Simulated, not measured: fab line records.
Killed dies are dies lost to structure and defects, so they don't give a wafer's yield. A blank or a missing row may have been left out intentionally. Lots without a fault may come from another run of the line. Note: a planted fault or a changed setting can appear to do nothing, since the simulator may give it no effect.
Which of the tools did it? ; flow n5 finfet ; 11 lots with 32 wafers sampled at 4 steps, on a route of 1938 steps

WHAT THE GAUGES SHOWED, per wafer
N5_PASSIVATION_OVL_MEAS_60.
lot;measured;on;TV_OVL (nm)
L593;day 12 08:34;overlay-02;6 1 12
L594;day 12 03:02;overlay-02;2 -1 -2
L595;day 12 08:32;overlay-02;-2 6 -2
L598;day 12 22:14;overlay-02;6 5
L601;day 14 05:17;overlay-01;2 5 0
L604;day 14 10:56;overlay-02;0 0 -3
L605;day 14 23:01;overlay-01;1 9 -4
L613;day 16 21:16;overlay-01;7 -3 3
L612;day 16 12:40;overlay-01;-1 -5 -4
L614;day 17 03:39;overlay-01;11 3 12
L615;day 17 10:07;overlay-01;9 2 6

WHICH TOOL RAN EACH LOT (tool, then ch and the chambers of the sampled wafers, then the start)
lot;N5_BEOL_M1_SPUTTER_96;N5_MIM_TOP_ETCH_STRIP_01;N5_MIM_BOT_LITHO_DESCUM_10
L593;pvd sputter-02, day 6 09:40;rie diel-05 ch 0,2,3, day 12 05:20;rie diel-03 ch 1,2, day 12 06:13
L594;pvd sputter-01, day 6 12:23;rie diel-01 ch 2,3, day 11 22:31;rie diel-03 ch 0,2,3, day 11 23:15
L595;pvd sputter-02, day 6 17:44;rie diel-05 ch 1,3, day 12 05:23;rie diel-04 ch 0,1,2, day 12 06:14
L598;pvd sputter-01, day 7 17:02;rie diel-01 ch 1,2, day 12 19:43;rie diel-06 ch 0,3, day 12 20:22
L601;pvd sputter-02, day 8 07:23;rie diel-05 ch 0,3, day 14 01:00;rie diel-04 ch 0,3, day 14 01:58
L604;pvd sputter-02, day 9 05:07;rie diel-01 ch 0,2,3, day 14 08:31;rie diel-04 ch 2,3, day 14 09:13
L605;pvd sputter-01, day 9 15:41;rie diel-01 ch 1,2, day 14 19:46;rie diel-06 ch 0,2,3, day 14 20:24
L613;pvd sputter-02, day 11 07:31;rie diel-05 ch 1,2,3, day 16 19:10;rie diel-06 ch 1,2, day 16 19:48
L612;pvd sputter-02, day 11 14:01;rie diel-05 ch 0,2,3, day 16 10:06;rie diel-06 ch 0,1,2, day 16 10:37
L614;pvd sputter-02, day 11 19:37;rie diel-05 ch 2,3, day 17 00:56;rie diel-04 ch 2,3, day 17 01:34
L615;pvd sputter-01, day 11 23:44;rie diel-01 ch 0,2,3, day 17 06:07;rie diel-06 ch 0,2, day 17 06:44
- N5_BEOL_M1_SPUTTER_96: material Cu, target thk 4.5 nm, time 8.29 s.
- N5_MIM_TOP_ETCH_STRIP_01: strips in O2.
- N5_MIM_BOT_LITHO_DESCUM_10: chemistry O2, time 7.9 s.

THE ANSWER, worked out from the rows above alone
Rule: the usual values come from the lots themselves. The widest of any qualifying gaps counts: lots, ordered by their means at a reading, are off when they make up no more than a third of the lots, leave a main group of 4 or more, and stand apart from it by 3 or more times the standard deviation of that group's means. The tables above print the reading to a certain number of digits; a main group whose means all agree to those digits is not used. Also off: a lot with no number at a reading for which 4 or more lots have one. Any other lot the step has rows for is counted as sound.
No lot is off on any of the readings shown, so nothing can be concluded from this.

WHAT THE SIMULATOR HAD PUT IN
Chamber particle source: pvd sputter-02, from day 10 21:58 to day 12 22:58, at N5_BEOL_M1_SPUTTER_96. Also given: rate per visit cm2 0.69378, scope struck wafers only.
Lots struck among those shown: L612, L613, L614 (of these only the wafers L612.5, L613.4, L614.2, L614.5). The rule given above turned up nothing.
